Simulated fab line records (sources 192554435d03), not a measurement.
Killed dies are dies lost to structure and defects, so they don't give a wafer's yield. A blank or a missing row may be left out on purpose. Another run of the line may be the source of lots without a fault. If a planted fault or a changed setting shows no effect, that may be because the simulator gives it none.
Comparing a struck lot with a sound one | flow n5 finfet | 39 steps out of a route of 1938
Sound: these wafers, L962.2, L962.3, L962.6. The struck wafers were L953.2, L953.4, L953.5. The cause is given at the end.
For every step that has rows: the tool of each side, followed by ch and its chambers, followed by its first start. Under that, the readings that differ: sound wafers | struck wafers | difference of the means | sigmas: that difference in standard deviations of wafers without a fault.
alike: readings with means less than 2 such deviations apart, plus words and numbers identical on both sides. not compared: withheld readings, readings lacking a value on some wafer, bounds such as >300 that could conceal the same value, and numbers that have no deviation in the record and whose values overlap.
Wherever a step has rows on one side only, a row that says differs or no value, or a row with sigmas, the two part there. When numbers do not overlap yet have no deviation, they are printed without sigmas and do not part them. A reading missing from all wafers of one side parts the sides only when that side holds two or more wafers.

first, 9 steps without rows for these wafers: N5_FIN_SAQP_PEB_14 (peb time 60 s); N5_FIN_SAQP_DEVELOP_15 (develop time 30 s); N5_FIN_SAQP_DESCUM_21 (chemistry O2, time 7.9 s); N5_FIN_SAQP_ETCH_51 (etches SiARC in CF4, target depth 45.5 nm, time 75.8 s); N5_FIN_SAQP_ETCH_52 (etches SOC in N2/H2, target depth 100 nm, overetch 20 nm, time 150 s); N5_FIN_SAQP_STRIP_53 (strips in N2/H2); N5_FIN_SAQP_HM_OPEN_73 (chemistry CHF3/O2, target SiO2, stops on a-Si, target depth 12 nm, time 16.8 s); N5_FIN_SAQP_STRIP_74 (strips in CHF3/O2); N5_FIN_SAQP_MANDREL_ETCH_22 (etches a-Si in HBr/Cl2, stops on SiNx, target depth 60 nm, bt time 10 s, time 30 s).
N5_FIN_SAQP_STRIP_55: strips in N2/H2.
  sound on rie diel-02 ch 0,1, day 6 22:54; struck on rie diel-04 ch 1,2, day 4 15:47
  alike: bias power w, drypump motor current A, oes product au, rf vpp V, showerhead plenum p Torr, throttle valve pct
  not compared: rf hours counter h
then, 25 steps without rows for these wafers: N5_FIN_SAQP_STRIP_23 (strips in SPM, time 750 s); N5_FIN_SAQP_SRD_66 (time 30 s); N5_FIN_SAQP_RECESS_75 (chemistry HF/NH3, target SiO2, target depth 14.4 nm, afs cycles 3, sublimation time 60 s); N5_FIN_SAQP_SPACER1_ALD_24 (deposits SiO2, target thk 20.3 nm, pulse time 1 s, purge time 2 s); N5_FIN_SAQP_SPACER1_ETCHBACK_25 (etches SiO2 in CHF3/O2, target depth 24.4 nm, time 12.2 s); N5_FIN_SAQP_MANDREL1_REMOVE_56 (chemistry HBr/Cl2/O2, target a-Si, stops on SiNx, bt time 10 s); N5_FIN_SAQP_ETCH_57 (etches SiNx in CH3F/O2, target depth 32.5 nm, time 46.4 s); N5_FIN_SAQP_ETCH_65 (etches SiO2 in CF4, target depth 4 nm, time 4.4 s); N5_FIN_SAQP_MANDREL_ETCH_58 (etches a-Si in HBr/Cl2, stops on SiNx, target depth 45 nm, bt time 10 s, time 27 s); N5_FIN_SAQP_RECESS_63 (chemistry HF/NH3, target SiO2, target depth 18 nm, afs cycles 3, sublimation time 60 s); N5_FIN_SAQP_COAT_68 (time 60 s, resist thk 100 nm); N5_FIN_SAQP_ETCH_69 (etches SOC in N2/H2, stops on SiNx, target depth 150 nm); N5_FIN_SAQP_ETCH_67 (etches SiNx in CH3F/O2, target depth 30 nm); N5_FIN_SAQP_STRIP_70 (strips in N2/H2); N5_FIN_SAQP_RECESS_71 (chemistry HF/NH3, target SiO2, target depth 3 nm, afs cycles 1, sublimation time 60 s); N5_FIN_SAQP_SPACER2_ALD_28 (deposits SiO2, target thk 8.1 nm, pulse time 1 s, purge time 2 s); N5_FIN_SAQP_SPACER2_ETCHBACK_29 (etches SiO2 in CHF3/O2, target depth 12.2 nm, time 6.1 s); N5_FIN_SAQP_MANDREL2_REMOVE_60 (chemistry HBr/Cl2/O2, target a-Si, stops on SiNx, bt time 10 s); N5_FIN_SAQP_HM_OPEN_33 (chemistry CH3F/O2, target SiNx, target depth 49.4 nm, time 70.6 s); N5_FIN_SAQP_ETCH_34 (etches SiO2 in C4F6/O2, target depth 45 nm, time 15 s); N5_FIN_SAQP_STRIP_77 (strips in N2/H2, time 90 s); N5_FIN_SAQP_ETCH_64 (etches SiO2 in CF4, target depth 1.5 nm); N5_FIN_SAQP_FIN_ETCH_36 (etches the open film in HBr/Cl2/O2, target depth 120 nm, time 50.4 s); N5_FIN_SAQP_PRECLEAN_38 (cleans in O3/DIW, time 45 s); N5_FIN_SAQP_PRECLEAN_45 (cleans in dHF, time 10 s).
N5_FIN_SAQP_INSPECT_40: inspects for defects (brightfield).
  sound on defect inspect-02 at day 7 03:16; struck on defect inspect-01 at day 4 20:34
  reading          | sound       | struck      | difference | sigmas
  raw defect count | 281 167 196 | 713 637 711 | +472       | +7
N5_FIN_CUT_INSPECT_10: inspects for defects (brightfield).
  sound on defect inspect-01 at day 7 03:40; struck on defect inspect-01 at day 4 20:57
  reading          | sound    | struck      | difference | sigmas
  raw defect count | 49 33 38 | 447 472 430 | +410       | +34
-- the record jumps here: 6 days lie between the struck wafers' starts before and after (it left off in module FIN_CUT and takes up again in module BEOL_M4, whose first step shown is number 1111 of the route) --
N5_BEOL_M4_RC_MEAS_101:
  sound on prober-01 ch 0, day 13 14:33; struck on prober-02 ch 0, day 10 17:14
  reading        | sound          | struck         | difference | sigmas
  IOFF_N (nA/um) | 0.21 0.27 0.20 | 0.18 0.14 0.13 | -0.08      | -2
  SS_N (mV/dec)  | 72.1 73.0 72.6 | 71.9 71.0 70.5 | -1.4       | -2
  alike: DIBL_N, DIBL_P, IOFF_P, ION_N, ION_P, SS_P, VT_N, VT_P
-- a jump in the record: the struck wafers' starts before and after are 4 days apart (it breaks off in module BEOL_M4 and resumes in module PASSIVATION, where the first step shown is number 1936 of the route) --
N5_PASSIVATION_PROBE_49:
  rows exist in the record for the struck wafers here (prober-01, day 15 01:31), but not for the sound ones

== WHERE THEY PART ==
Last at N5_PASSIVATION_PROBE_49 as far as this record goes, first at N5_FIN_SAQP_INSPECT_40.

WHY: what had been put in by the simulator
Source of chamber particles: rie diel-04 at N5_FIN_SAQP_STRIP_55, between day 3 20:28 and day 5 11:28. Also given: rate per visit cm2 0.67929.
